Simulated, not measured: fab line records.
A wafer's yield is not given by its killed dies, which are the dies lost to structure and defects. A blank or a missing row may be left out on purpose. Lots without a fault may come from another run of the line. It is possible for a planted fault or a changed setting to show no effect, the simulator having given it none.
A struck lot beside a sound one	flow n5-finfet	40 steps out of a route of 1938
Sound: wafers L426.2, L426.4, L426.6. Struck: wafer L425.2 (left out: L425.1, L425.6 of the same lot, which were not struck); the cause appears at the end.
For every step that has rows: the tool of each side, followed by ch and its chambers, followed by its first start. Under that, the readings that differ: sound wafers	struck wafers	difference of the means	sigmas: that difference in standard deviations of wafers without a fault.
alike: a reading whose means differ by less than 2 such deviations, as well as words and numbers matching on both sides. not compared: withheld readings; readings where some wafer has no value; bounds like >300 that might hide an equal value; numbers whose values overlap and for which the record gives no deviation.
Wherever a step has rows on one side only, a row that says differs or no value, or a row with sigmas, the two part there. Numbers that have no deviation but don't overlap get no sigmas and don't part them. A reading that every wafer of one side lacks parts them only if that side has two wafers or more.

first, 9 steps without rows for these wafers: N5_BEOL_M5_DESCUM_33 (chemistry O2, time 7 s); N5_BEOL_M5_ETCH_75 (etches underlayer in N2/H2, target depth 6.5 nm, time 5.2 s); N5_BEOL_M5_ETCH_67 (etches SiARC in CF4, target depth 15.6 nm, time 26 s); N5_BEOL_M5_ETCH_68 (etches SOC in N2/H2, target depth 80 nm, overetch 16 nm, time 120 s); N5_BEOL_M5_STRIP_69 (strips in N2/H2); N5_BEOL_M5_STRIP_76 (strips in N2/H2); N5_BEOL_M5_VIA_ETCH_34 (etches SiCOH lowk in C4F6/O2, target depth 88.3 nm, time 39.2 s); N5_BEOL_M5_STRIP_85 (strips in C4F6/O2); N5_BEOL_M5_STRIP_36 (strips in N2/H2).
N5_BEOL_M5_TRENCH_ETCH_37: etches SiCOH lowk in C4F6/O2, target depth 71.652 nm, time 24.7 s.
  sound on rie-diel-06 ch 0,2,3, day 10 20:06; struck on rie-diel-06 ch 0, day 11 01:03
reading	sound	struck	difference	sigmas
model.etch.depth-nm (nm)	71.88 72.35 70.22	80.27	+8.79	
model.BEOL_M5.feature-depth-nm (nm)	71.8 72.4 70.2	80.2	+8.7	
  alike: O2_flow_sccm, drypump-motor-current-A, oes-product-au, rf-vpp-V, showerhead-plenum-p-Torr, throttle-valve-pct
  not compared: rf-hours-counter-h
then, 2 steps without rows for these wafers: N5_BEOL_M5_ETCH_41 (etches SiCN in CH3F/O2, target depth 31.5 nm, time 56.7 s); N5_BEOL_M5_STRIP_91 (strips in N2/H2, time 10 s).
N5_BEOL_M5_OCD_MEAS_38:
  struck on ocd-01, day 11 01:13; sound on ocd-01, day 10 20:15
reading	sound	struck	difference	sigmas
trench-depth-nm (nm)	71.6 73.0 69.8	80.2	+8.7	+8
then, 21 steps without rows for these wafers: N5_BEOL_M5_HM_STRIP_39 (strips TiN in peroxide tin strip, target depth 25 nm, time 158 s); N5_BEOL_M5_SRD_40 (time 30 s); N5_BEOL_M5_PRECLEAN_42 (cleans in residue remover, time 60 s); N5_BEOL_M5_SRD_43 (time 30 s); N5_BEOL_M5_CURE_80 (cures SiCOH lowk, time 120 s); N5_BEOL_M5_DEGAS_44 (time 60 s); N5_BEOL_M5_PRE_CLEAN_45 (time 30 s); N5_BEOL_M5_ALD_86 (deposits TaN, pulse time 2 s, purge time 3 s, co reactant purge time 2 s); N5_BEOL_M5_SURFACE_TREAT_87; N5_BEOL_M5_CVD_47 (deposits Co from CCTBA/H2, target thk 3 nm, time 216 s); N5_BEOL_M5_SPUTTER_48 (material Cu, target thk 15 nm, time 27.62 s); N5_BEOL_M5_ANNEAL_49 (time 1800 s); N5_BEOL_M5_SPUTTER_81 (material Cu, target thk 15 nm, time 27.62 s); N5_BEOL_M5_ANNEAL_82 (time 1800 s); N5_BEOL_M5_SPUTTER_83 (material Cu, target thk 15 nm, time 27.62 s); N5_BEOL_M5_ANNEAL_84 (time 1800 s); N5_BEOL_M5_SPUTTER_88 (material Cu, target thk 15 nm, time 27.62 s); N5_BEOL_M5_ANNEAL_89 (time 1800 s); N5_BEOL_M5_SPUTTER_90 (material Cu, target thk 4.5 nm, time 8.29 s); N5_BEOL_M5_ECD_50 (material Cu, target thk 300 nm); N5_BEOL_M5_ANNEAL_51 (time 90 s).
N5_BEOL_M5_CMP_52: polishes, stops on SiCOH lowk, t overpolish 6.9 s, target thk 62 nm.
  sound on cmp-03 ch 0,2,3, day 11 02:41; struck on cmp-02 ch 3, day 11 07:27
reading	sound	struck	difference	sigmas
motor-current-A (A)	6.4 6.4 5.5	7.9	+1.8	+3
model.Cu_of_BEOL_M5_ECD_50.thk-nm (nm)	63 63.4 61	70.8	+8.3	
  alike: barrier-field-endpoint-s, overpolish-run-s, time-to-endpoint-s
N5_BEOL_M5_THK_MEAS_53: measures by xrf.
  struck on film-metro-02, day 11 07:42; sound on film-metro-01, day 11 02:55
reading	sound	struck	difference	sigmas
M5_THK (nm)	64.3 64.3 62.1	72.5	+8.9	+5
then, 2 steps without rows for these wafers: N5_BEOL_M5_PRE_CLEAN_77 (time 15 s); N5_BEOL_M5_CO_CAP_78 (material Co, precursor CCTBA/H2, target thk 2 nm, time 102.1 s).
N5_BEOL_M5_RS_MEAS_57: a four-point-probe measurement.
  struck on film-metro-01, day 11 07:58; sound on film-metro-01, day 11 03:13
reading	sound	struck	difference	sigmas
M5_RS (ohm/sq)	0.379 0.377 0.394	0.330	-0.053	-4
-- here the record skips 3 days between the struck wafers' starts before and after, leaving off in module BEOL_M5 and picking up in module BEOL_M15 (first step shown: number 1830 of the route) --
N5_BEOL_M15_RC_MEAS_101:
  sound on prober-02 ch 0, day 14 11:09; struck on prober-01 ch 0, day 14 08:28
reading	sound	struck	difference	sigmas
COMB_M7 (S/m)	2.6e-11 2.8e-11 4.6e-11	1.8e-11	-1.5e-11	-3
COMB_M8 (S/m)	2.8e-11 3.2e-11 3.1e-11	2e-11	-1e-11	-2
SERP_M11 (ohm/um)	3.21 3.29 3.19	3.05	-0.18	-2
SERP_M11_max_site (ohm/um)	3.32 3.37 3.28	3.17	-0.15	-2
SERP_M5 (ohm/um)	38.2 38.5 38.8	33.0	-5.5	-4
SERP_M5_max_site (ohm/um)	38.9 38.9 39.1	34.2	-4.8	-3
  alike: COMB_M10, COMB_M11, COMB_M12, COMB_M13, COMB_M14, COMB_M15, COMB_M5, COMB_M6, COMB_M6_max_site, COMB_M9, SERP_M10, SERP_M12, SERP_M13, SERP_M13_max_site, SERP_M14, SERP_M6, SERP_M7, SERP_M7_max_site, SERP_M8, SERP_M9

== WHERE THEY PART ==
Earliest at N5_BEOL_M5_OCD_MEAS_38; latest, in this record, at N5_BEOL_M15_RC_MEAS_101.

WHY: the cause the simulator had injected
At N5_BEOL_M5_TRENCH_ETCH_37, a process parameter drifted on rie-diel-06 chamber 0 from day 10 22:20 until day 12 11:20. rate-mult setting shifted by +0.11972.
